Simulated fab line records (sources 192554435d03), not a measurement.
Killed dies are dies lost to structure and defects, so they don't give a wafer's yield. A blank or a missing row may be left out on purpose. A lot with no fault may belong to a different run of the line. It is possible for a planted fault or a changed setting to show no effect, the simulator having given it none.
Which of the tools did it? / flow n5_finfet / 10 lots with 30 wafers sampled at 5 steps, on a route of 1938 steps

== WHAT THE GAUGES SHOWED, per wafer ==
Not one reading of a measure or inspect step in the record can be checked against a usual standard deviation.

== TOOL THAT RAN EACH LOT (tool first, then ch and the chambers of the sampled wafers, then the start) ==
lot=L818; N5_BEOL_M14_STRIP_37=rie_diel-04 ch 0,1,3, day 12 06:28; N5_PASSIVATION_SPUTTER_20=pvd_sputter-02, day 12 19:28; N5_PASSIVATION_STRIP_34=rie_diel-05 ch 0,2, day 12 21:08; N5_PASSIVATION_PECVD_35=pecvd-03 ch 0,1,2, day 12 21:44; N5_PASSIVATION_PROBE_49=prober-01, day 13 01:26
lot=L819; N5_BEOL_M14_STRIP_37=rie_diel-01 ch 0,2,3, day 12 19:57; N5_PASSIVATION_SPUTTER_20=pvd_sputter-01, day 13 15:35; N5_PASSIVATION_STRIP_34=rie_diel-04 ch 1,2, day 13 17:01; N5_PASSIVATION_PECVD_35=pecvd-01 ch 0,1, day 13 17:38; N5_PASSIVATION_PROBE_49=prober-02, day 13 21:22
lot=L824; N5_BEOL_M14_STRIP_37=rie_diel-05 ch 0,1,2, day 13 15:34; N5_PASSIVATION_SPUTTER_20=pvd_sputter-01, day 14 07:50; N5_PASSIVATION_STRIP_34=rie_diel-04 ch 1,2,3, day 14 09:23; N5_PASSIVATION_PECVD_35=pecvd-01 ch 1,2, day 14 09:59; N5_PASSIVATION_PROBE_49=prober-01, day 14 13:55
lot=L825; N5_BEOL_M14_STRIP_37=rie_diel-04 ch 1,2,3, day 13 15:36; N5_PASSIVATION_SPUTTER_20=pvd_sputter-01, day 14 11:34; N5_PASSIVATION_STRIP_34=rie_diel-05 ch 2,3, day 14 12:57; N5_PASSIVATION_PECVD_35=pecvd-01 ch 0,2, day 14 13:34; N5_PASSIVATION_PROBE_49=prober-02, day 14 17:18
lot=L830; N5_BEOL_M14_STRIP_37=rie_diel-05 ch 1,3, day 16 06:28; N5_PASSIVATION_SPUTTER_20=pvd_sputter-03, day 17 00:11; N5_PASSIVATION_STRIP_34=rie_diel-04 ch 0,1,3, day 17 01:37; N5_PASSIVATION_PECVD_35=pecvd-01 ch 1,2, day 17 02:13; N5_PASSIVATION_PROBE_49=prober-01, day 17 05:58
lot=L828; N5_BEOL_M14_STRIP_37=rie_diel-04 ch 1,2, day 16 09:58; N5_PASSIVATION_SPUTTER_20=pvd_sputter-01, day 17 03:44; N5_PASSIVATION_STRIP_34=rie_diel-04 ch 2,3, day 17 05:07; N5_PASSIVATION_PECVD_35=pecvd-04 ch 0,1, day 17 05:44; N5_PASSIVATION_PROBE_49=prober-02, day 17 09:22
lot=L834; N5_BEOL_M14_STRIP_37=rie_diel-05 ch 1,2,3, day 17 08:36; N5_PASSIVATION_SPUTTER_20=pvd_sputter-01, day 18 05:10; N5_PASSIVATION_STRIP_34=rie_diel-04 ch 0,3, day 18 06:47; N5_PASSIVATION_PECVD_35=pecvd-01 ch 0,1, day 18 07:23; N5_PASSIVATION_PROBE_49=prober-01, day 18 11:20
lot=L836; N5_BEOL_M14_STRIP_37=rie_diel-01 ch 0,3, day 18 04:28; N5_PASSIVATION_SPUTTER_20=pvd_sputter-03, day 18 20:37; N5_PASSIVATION_STRIP_34=rie_diel-04 ch 0,2,3, day 18 21:53; N5_PASSIVATION_PECVD_35=pecvd-04 ch 1,2, day 18 22:34; N5_PASSIVATION_PROBE_49=prober-01, day 19 02:19
lot=L839; N5_BEOL_M14_STRIP_37=rie_diel-01 ch 1,2,3, day 18 21:31; N5_PASSIVATION_SPUTTER_20=pvd_sputter-03, day 19 16:56; N5_PASSIVATION_STRIP_34=rie_diel-04 ch 1,2,3, day 19 18:19; N5_PASSIVATION_PECVD_35=pecvd-04 ch 0,1,2, day 19 19:02; N5_PASSIVATION_PROBE_49=prober-02, day 19 23:22
lot=L840; N5_BEOL_M14_STRIP_37=rie_diel-05 ch 0,1,3, day 19 17:11; N5_PASSIVATION_SPUTTER_20=pvd_sputter-03, day 20 10:24; N5_PASSIVATION_STRIP_34=rie_diel-04 ch 0,1,3, day 20 11:40; N5_PASSIVATION_PECVD_35=pecvd-01 ch 1,2, day 20 12:16; N5_PASSIVATION_PROBE_49=prober-01, day 20 16:01
- N5_BEOL_M14_STRIP_37: strips in O2.
- N5_PASSIVATION_SPUTTER_20: material TaN, target thk 50 nm.
- N5_PASSIVATION_STRIP_34: strips in O2.
- N5_PASSIVATION_PECVD_35: deposits SiNx from SiH4/NH3/N2, target thk 700 nm, time 151.3 s.
- N5_PASSIVATION_PROBE_49

== WHAT THE TOOLS THEMSELVES READ (means of the sampled wafers that have a number; where no wafer has one, the mark that the record gives instead) ==
N5_BEOL_M14_STRIP_37. Usual: drypump_motor_current_A 5.9 A, standard deviation 0.5; oes_product_au 0.79 a.u., standard deviation 0.081; rf_vpp_V 3.7 V, standard deviation 0.98; showerhead_plenum_p_Torr 2.09 Torr, standard deviation 0.051; throttle_valve_pct 16.71 %, standard deviation 0.24.
lot=L818; tool=rie_diel-04; drypump_motor_current_A (A)=6.0; oes_product_au (a.u.)=0.89; rf_vpp_V (V)=2.8; showerhead_plenum_p_Torr (Torr)=2.10; throttle_valve_pct (%)=16.46; flag=
lot=L819; tool=rie_diel-01; drypump_motor_current_A (A)=5.5; oes_product_au (a.u.)=0.83; rf_vpp_V (V)=3.6; showerhead_plenum_p_Torr (Torr)=2.09; throttle_valve_pct (%)=16.66; flag=
lot=L824; tool=rie_diel-05; drypump_motor_current_A (A)=6.1; oes_product_au (a.u.)=0.73; rf_vpp_V (V)=3.4; showerhead_plenum_p_Torr (Torr)=2.15; throttle_valve_pct (%)=16.84; flag=
lot=L825; tool=rie_diel-04; drypump_motor_current_A (A)=5.7; oes_product_au (a.u.)=0.81; rf_vpp_V (V)=3.3; showerhead_plenum_p_Torr (Torr)=2.08; throttle_valve_pct (%)=16.66; flag=
lot=L830; tool=rie_diel-05; drypump_motor_current_A (A)=6.4; oes_product_au (a.u.)=0.73; rf_vpp_V (V)=3.8; showerhead_plenum_p_Torr (Torr)=2.06; throttle_valve_pct (%)=16.76; flag=
lot=L828; tool=rie_diel-04; drypump_motor_current_A (A)=6.0; oes_product_au (a.u.)=0.79; rf_vpp_V (V)=4.4; showerhead_plenum_p_Torr (Torr)=2.04; throttle_valve_pct (%)=16.63; flag=
lot=L834; tool=rie_diel-05; drypump_motor_current_A (A)=6.2; oes_product_au (a.u.)=0.81; rf_vpp_V (V)=3.3; showerhead_plenum_p_Torr (Torr)=2.08; throttle_valve_pct (%)=16.77; flag=
lot=L836; tool=rie_diel-01; drypump_motor_current_A (A)=5.6; oes_product_au (a.u.)=0.72; rf_vpp_V (V)=3.4; showerhead_plenum_p_Torr (Torr)=2.05; throttle_valve_pct (%)=17.00; flag=
lot=L839; tool=rie_diel-01; drypump_motor_current_A (A)=5.3; oes_product_au (a.u.)=0.84; rf_vpp_V (V)=3.1; showerhead_plenum_p_Torr (Torr)=2.09; throttle_valve_pct (%)=16.71; flag=
lot=L840; tool=rie_diel-05; drypump_motor_current_A (A)=6.1; oes_product_au (a.u.)=0.73; rf_vpp_V (V)=3.7; showerhead_plenum_p_Torr (Torr)=2.08; throttle_valve_pct (%)=16.87; flag=

N5_PASSIVATION_SPUTTER_20. Usual: chamber_pressure_pa 0.4001 Pa, standard deviation 0.00085; throttle_valve_pct 29.8 %, standard deviation 1.1.
lot=L818; tool=pvd_sputter-02; chamber_pressure_pa (Pa)=0.4005; throttle_valve_pct (%)=29.6; flag=
lot=L819; tool=pvd_sputter-01; chamber_pressure_pa (Pa)=0.3996; throttle_valve_pct (%)=30.2; flag=
lot=L824; tool=pvd_sputter-01; chamber_pressure_pa (Pa)=0.4007; throttle_valve_pct (%)=28.6; flag=
lot=L825; tool=pvd_sputter-01; chamber_pressure_pa (Pa)=0.4009; throttle_valve_pct (%)=29.4; flag=
lot=L830; tool=pvd_sputter-03; chamber_pressure_pa (Pa)=0.4000; throttle_valve_pct (%)=30.6; flag=
lot=L828; tool=pvd_sputter-01; chamber_pressure_pa (Pa)=0.4002; throttle_valve_pct (%)=29.6; flag=
lot=L834; tool=pvd_sputter-01; chamber_pressure_pa (Pa)=0.4003; throttle_valve_pct (%)=29.3; flag=
lot=L836; tool=pvd_sputter-03; chamber_pressure_pa (Pa)=0.4000; throttle_valve_pct (%)=30.3; flag=
lot=L839; tool=pvd_sputter-03; chamber_pressure_pa (Pa)=0.3992; throttle_valve_pct (%)=29.1; flag=
lot=L840; tool=pvd_sputter-03; chamber_pressure_pa (Pa)=0.3999; throttle_valve_pct (%)=30.2; flag=

N5_PASSIVATION_STRIP_34. Usual: drypump_motor_current_A 5.8 A, standard deviation 0.48; oes_product_au 0.80 a.u., standard deviation 0.08; rf_vpp_V 3.8 V, standard deviation 1.6; showerhead_plenum_p_Torr 2.08 Torr, standard deviation 0.046; throttle_valve_pct 16.68 %, standard deviation 0.24.
lot=L818; tool=rie_diel-05; drypump_motor_current_A (A)=5.8; oes_product_au (a.u.)=0.76; rf_vpp_V (V)=4.5; showerhead_plenum_p_Torr (Torr)=2.19; throttle_valve_pct (%)=16.90; flag=
lot=L819; tool=rie_diel-04; drypump_motor_current_A (A)=5.7; oes_product_au (a.u.)=0.75; rf_vpp_V (V)=3.9; showerhead_plenum_p_Torr (Torr)=2.06; throttle_valve_pct (%)=16.82; flag=
lot=L824; tool=rie_diel-04; drypump_motor_current_A (A)=5.8; oes_product_au (a.u.)=0.79; rf_vpp_V (V)=2.7; showerhead_plenum_p_Torr (Torr)=2.08; throttle_valve_pct (%)=16.66; flag=
lot=L825; tool=rie_diel-05; drypump_motor_current_A (A)=6.0; oes_product_au (a.u.)=0.70; rf_vpp_V (V)=2.4; showerhead_plenum_p_Torr (Torr)=2.11; throttle_valve_pct (%)=17.02; flag=
lot=L830; tool=rie_diel-04; drypump_motor_current_A (A)=6.0; oes_product_au (a.u.)=0.84; rf_vpp_V (V)=3.3; showerhead_plenum_p_Torr (Torr)=2.09; throttle_valve_pct (%)=16.54; flag=
lot=L828; tool=rie_diel-04; drypump_motor_current_A (A)=5.6; oes_product_au (a.u.)=0.71; rf_vpp_V (V)=3.3; showerhead_plenum_p_Torr (Torr)=2.08; throttle_valve_pct (%)=16.90; flag=
lot=L834; tool=rie_diel-04; drypump_motor_current_A (A)=5.7; oes_product_au (a.u.)=0.81; rf_vpp_V (V)=3.3; showerhead_plenum_p_Torr (Torr)=2.11; throttle_valve_pct (%)=16.55; flag=
lot=L836; tool=rie_diel-04; drypump_motor_current_A (A)=5.7; oes_product_au (a.u.)=0.86; rf_vpp_V (V)=1.6; showerhead_plenum_p_Torr (Torr)=2.09; throttle_valve_pct (%)=16.58; flag=
lot=L839; tool=rie_diel-04; drypump_motor_current_A (A)=5.8; oes_product_au (a.u.)=0.86; rf_vpp_V (V)=3.0; showerhead_plenum_p_Torr (Torr)=2.06; throttle_valve_pct (%)=16.59; flag=
lot=L840; tool=rie_diel-04; drypump_motor_current_A (A)=6.0; oes_product_au (a.u.)=0.80; rf_vpp_V (V)=5.0; showerhead_plenum_p_Torr (Torr)=2.08; throttle_valve_pct (%)=16.55; flag=

N5_PASSIVATION_PECVD_35. Usual: heater_power_outer_w 169 W, standard deviation 67; heater_power_w 372 W, standard deviation 86; showerhead_plenum_p_Torr 8.70 Torr, standard deviation 0.074; throttle_valve_pct 29.4 %, standard deviation 2.
lot=L818; tool=pecvd-03; heater_power_outer_w (W)=115; heater_power_w (W)=305; showerhead_plenum_p_Torr (Torr)=8.57; throttle_valve_pct (%)=28.9; flag=
lot=L819; tool=pecvd-01; heater_power_outer_w (W)=218; heater_power_w (W)=425; showerhead_plenum_p_Torr (Torr)=8.74; throttle_valve_pct (%)=29.5; flag=
lot=L824; tool=pecvd-01; heater_power_outer_w (W)=193; heater_power_w (W)=403; showerhead_plenum_p_Torr (Torr)=8.75; throttle_valve_pct (%)=28.9; flag=
lot=L825; tool=pecvd-01; heater_power_outer_w (W)=192; heater_power_w (W)=394; showerhead_plenum_p_Torr (Torr)=8.74; throttle_valve_pct (%)=27.4; flag=
lot=L830; tool=pecvd-01; heater_power_outer_w (W)=216; heater_power_w (W)=433; showerhead_plenum_p_Torr (Torr)=8.77; throttle_valve_pct (%)=29.0; flag=
lot=L828; tool=pecvd-04; heater_power_outer_w (W)=136; heater_power_w (W)=358; showerhead_plenum_p_Torr (Torr)=8.69; throttle_valve_pct (%)=29.5; flag=
lot=L834; tool=pecvd-01; heater_power_outer_w (W)=201; heater_power_w (W)=409; showerhead_plenum_p_Torr (Torr)=8.75; throttle_valve_pct (%)=29.6; flag=
lot=L836; tool=pecvd-04; heater_power_outer_w (W)=107; heater_power_w (W)=312; showerhead_plenum_p_Torr (Torr)=8.66; throttle_valve_pct (%)=28.2; flag=
lot=L839; tool=pecvd-04; heater_power_outer_w (W)=97; heater_power_w (W)=284; showerhead_plenum_p_Torr (Torr)=8.68; throttle_valve_pct (%)=29.7; flag=
lot=L840; tool=pecvd-01; heater_power_outer_w (W)=254; heater_power_w (W)=482; showerhead_plenum_p_Torr (Torr)=8.76; throttle_valve_pct (%)=30.6; flag=

N5_PASSIVATION_PROBE_49. Usual: defect_limited_yield 91.6 %, standard deviation 1.6; killed_at_M0_to_M3 32, standard deviation 9.7; killed_at_M4_up 13, standard deviation 4.4; killed_at_contacts 12, standard deviation 6.5; killed_at_front_end 38, standard deviation 12; killed_at_other 3.7, standard deviation 3; killed_dies 99, standard deviation 18; killed_on_rim 13, standard deviation 3.9; killed_open 66, standard deviation 14; killed_short 32, standard deviation 7.5; sort_bin_5_function 4.9 %, standard deviation 1; sort_bin_6_memory 3.2 %, standard deviation 0.73; sort_n_pass 1081, standard deviation 18; sort_yield_pct 91.6 %, standard deviation 1.6.
lot=L818; tool=prober-01; defect_limited_yield (%)=91.0; killed_at_M0_to_M3=26; killed_at_M4_up=15; killed_at_contacts=23; killed_at_front_end=41; killed_at_other=1.7; killed_dies=107; killed_on_rim=15; killed_open=69; killed_short=36; sort_bin_5_function (%)=5.4; sort_bin_6_memory (%)=3.3; sort_n_pass=1073; sort_yield_pct (%)=91.0; flag=
lot=L819; tool=prober-02; defect_limited_yield (%)=92.2; killed_at_M0_to_M3=19; killed_at_M4_up=14; killed_at_contacts=11; killed_at_front_end=44; killed_at_other=4.3; killed_dies=92; killed_on_rim=12; killed_open=58; killed_short=33; sort_bin_5_function (%)=4.1; sort_bin_6_memory (%)=3.4; sort_n_pass=1088; sort_yield_pct (%)=92.2; flag=
lot=L824; tool=prober-01; defect_limited_yield (%)=92.1; killed_at_M0_to_M3=28; killed_at_M4_up=13; killed_at_contacts=17; killed_at_front_end=31; killed_at_other=3.3; killed_dies=93; killed_on_rim=11; killed_open=57; killed_short=35; sort_bin_5_function (%)=4.4; sort_bin_6_memory (%)=3.3; sort_n_pass=1087; sort_yield_pct (%)=92.1; flag=
lot=L825; tool=prober-02; defect_limited_yield (%)=89.5; killed_at_M0_to_M3=43; killed_at_M4_up=8; killed_at_contacts=17; killed_at_front_end=54; killed_at_other=2.3; killed_dies=124; killed_on_rim=15; killed_open=77; killed_short=47; sort_bin_5_function (%)=6.7; sort_bin_6_memory (%)=3.6; sort_n_pass=1056; sort_yield_pct (%)=89.5; flag=
lot=L830; tool=prober-01; defect_limited_yield (%)=92.6; killed_at_M0_to_M3=33; killed_at_M4_up=10; killed_at_contacts=11; killed_at_front_end=31; killed_at_other=3.3; killed_dies=87; killed_on_rim=13; killed_open=65; killed_short=22; sort_bin_5_function (%)=3.9; sort_bin_6_memory (%)=3.2; sort_n_pass=1093; sort_yield_pct (%)=92.6; flag=
lot=L828; tool=prober-02; defect_limited_yield (%)=89.2; killed_at_M0_to_M3=40; killed_at_M4_up=55; killed_at_contacts=4; killed_at_front_end=26; killed_at_other=1.7; killed_dies=127; killed_on_rim=22; killed_open=50; killed_short=30; sort_bin_5_function (%)=5.9; sort_bin_6_memory (%)=3.8; sort_n_pass=1053; sort_yield_pct (%)=89.2; flag=OFF
lot=L834; tool=prober-01; defect_limited_yield (%)=91.3; killed_at_M0_to_M3=37; killed_at_M4_up=11; killed_at_contacts=7; killed_at_front_end=42; killed_at_other=5.0; killed_dies=103; killed_on_rim=16; killed_open=65; killed_short=36; sort_bin_5_function (%)=5.3; sort_bin_6_memory (%)=3.1; sort_n_pass=1077; sort_yield_pct (%)=91.3; flag=
lot=L836; tool=prober-01; defect_limited_yield (%)=90.6; killed_at_M0_to_M3=25; killed_at_M4_up=18; killed_at_contacts=16; killed_at_front_end=49; killed_at_other=3.0; killed_dies=111; killed_on_rim=14; killed_open=82; killed_short=27; sort_bin_5_function (%)=5.1; sort_bin_6_memory (%)=4.0; sort_n_pass=1069; sort_yield_pct (%)=90.6; flag=
lot=L839; tool=prober-02; defect_limited_yield (%)=90.0; killed_at_M0_to_M3=34; killed_at_M4_up=12; killed_at_contacts=11; killed_at_front_end=57; killed_at_other=4.0; killed_dies=118; killed_on_rim=17; killed_open=81; killed_short=36; sort_bin_5_function (%)=6.0; sort_bin_6_memory (%)=3.7; sort_n_pass=1062; sort_yield_pct (%)=90.0; flag=
lot=L840; tool=prober-01; defect_limited_yield (%)=89.9; killed_at_M0_to_M3=38; killed_at_M4_up=18; killed_at_contacts=7; killed_at_front_end=47; killed_at_other=9.3; killed_dies=120; killed_on_rim=15; killed_open=84; killed_short=35; sort_bin_5_function (%)=5.8; sort_bin_6_memory (%)=3.9; sort_n_pass=1060; sort_yield_pct (%)=89.9; flag=

== THE ANSWER, worked out from the rows above alone ==
Rule: a lot is off if the mean of its wafers that have a number lies more than 3 standard deviations from the usual mean. A lot without any number at a reading at which 4 lots or more have one is off too. The other lots that the step has rows for count as sound. After the gauges, taken in route order, come the tools' own readings; for these a lot's mean is taken, as printed above. At the first step where some lot is off, the reading lying furthest off is the one used; lots without a number count as furthest.
Off at N5_PASSIVATION_PROBE_49 (killed_at_M4_up): L828.
If a tool, at that step or one of the process steps before it, ran each lot that is off and ran no sound lot following the first of them, it fits. One fits: N5_BEOL_M14_STRIP_37 on rie_diel-04. Its last sound lot is L825 (day 13 15:36), its first lot that is off L828 (day 16 09:58): a fault that began between those two fits.

== WHAT THE SIMULATOR HAD INSERTED ==
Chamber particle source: rie_diel-04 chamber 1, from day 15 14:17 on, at N5_BEOL_M14_STRIP_37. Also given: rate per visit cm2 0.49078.
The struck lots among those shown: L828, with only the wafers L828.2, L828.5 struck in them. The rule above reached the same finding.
